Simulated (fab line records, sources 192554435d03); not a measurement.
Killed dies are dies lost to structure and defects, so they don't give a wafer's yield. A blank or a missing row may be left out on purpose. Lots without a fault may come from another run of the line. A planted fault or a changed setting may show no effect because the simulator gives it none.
Chamber matching | flow n5_finfet | N5_BEOL_M7_ETCH_65 on rie_diel-01: 4 sister chambers
The step etches SiARC in CF4, target depth 15.6 nm, time 26 s. 27 wafers are shown with their chamber, then 12 later ones without.

WAFERS WITH THEIR CHAMBER
wafer  | chamber | showerhead_plenum_p_Torr (Torr) | drypump_motor_current_A (A) | throttle_valve_pct (%)
L080.1 | 1       | 2.21                            | 6.3                         | 15.26
L080.2 | 3       | 2.20                            | 5.7                         | 15.60
L080.3 | 2       | 2.05                            | 6.4                         | 15.52
L080.4 | 0       | 2.26                            | 5.4                         | 15.72
L080.5 | 2       | 2.05                            | 6.3                         | 15.54
L080.6 | 1       | 2.21                            | 6.3                         | 15.25
L079.3 | 0       | 2.26                            | 5.5                         | 15.74
L079.4 | 3       | 2.20                            | 5.7                         | 15.61
L079.6 | 2       | 2.05                            | 6.4                         | 15.53
L084.1 | 3       | 2.20                            | 5.7                         | 15.63
L084.3 | 0       | 2.26                            | 5.5                         | 15.76
L084.4 | 2       | 2.04                            | 6.3                         | 15.54
L089.1 | 2       | 2.04                            | 6.3                         | 15.59
L089.4 | 1       | 2.21                            | 6.3                         | 15.30
L089.5 | 3       | 2.20                            | 5.7                         | 15.64
L092.2 | 3       | 2.20                            | 5.7                         | 15.64
L092.3 | 2       | 2.04                            | 6.4                         | 15.59
L092.4 | 1       | 2.21                            | 6.3                         | 15.30
L094.1 | 1       | 2.20                            | 6.3                         | 15.30
L094.2 | 3       | 2.20                            | 5.7                         | 15.66
L094.3 | 2       | 2.04                            | 6.4                         | 15.58
L094.4 | 0       | 2.25                            | 5.4                         | 15.78
L094.5 | 2       | 2.04                            | 6.4                         | 15.58
L094.6 | 1       | 2.20                            | 6.3                         | 15.31
L095.1 | 0       | 2.25                            | 5.5                         | 15.79
L095.3 | 1       | 2.20                            | 6.3                         | 15.31
L095.4 | 3       | 2.19                            | 5.7                         | 15.64

SIGNATURES (means of the wafers above)
reading                  | chamber 0 | chamber 1 | chamber 2 | chamber 3 | scatter within a chamber
showerhead_plenum_p_Torr | 2.2560    | 2.2057    | 2.0438    | 2.1986    | 0.00495
drypump_motor_current_A  | 5.460     | 6.300     | 6.362     | 5.700     | 0.0366
throttle_valve_pct       | 15.7580   | 15.2900   | 15.5587   | 15.6314   | 0.0258
Rule: a wafer's distance from a chamber is the root of the sum, over the readings, of the square of ((its reading less the chamber's mean) divided by the reading's scatter). The wafer belongs to the nearest chamber; if the next one is less than 2 further off, it can't be placed. The scatter: the root of (the sum of the squares of (reading less its chamber's mean) over the shown wafers, divided by (wafers less chambers)).

WAFERS WITHOUT THEIR CHAMBER
wafer  | showerhead_plenum_p_Torr (Torr) | drypump_motor_current_A (A) | throttle_valve_pct (%)
L096.1 | 2.20                            | 6.3                         | 15.31
L096.2 | 2.19                            | 5.7                         | 15.69
L096.3 | 2.25                            | 5.5                         | 15.79
L096.4 | 2.03                            | 6.3                         | 15.60
L096.5 | 2.25                            | 5.5                         | 15.80
L096.6 | 2.20                            | 6.3                         | 15.33
L097.1 | 2.20                            | 6.3                         | 15.32
L097.2 | 2.19                            | 5.7                         | 15.67
L097.3 | 2.03                            | 6.3                         | 15.60
L097.4 | 2.25                            | 5.5                         | 15.79
L097.5 | 2.03                            | 6.3                         | 15.61
L097.6 | 2.20                            | 6.3                         | 15.32

WHICH CHAMBER EACH WENT THROUGH
wafer  | from the rows above | in truth
L096.1 | 1                   | 1
L096.2 | 3                   | 3
L096.3 | 0                   | 0
L096.4 | 2                   | 2
L096.5 | 0                   | 0
L096.6 | 1                   | 1
L097.1 | 1                   | 1
L097.2 | 3                   | 3
L097.3 | 2                   | 2
L097.4 | 0                   | 0
L097.5 | 2                   | 2
L097.6 | 1                   | 1
Placed correctly: 12 of 12. Can't be placed from these rows: 0. Placed wrongly: 0.
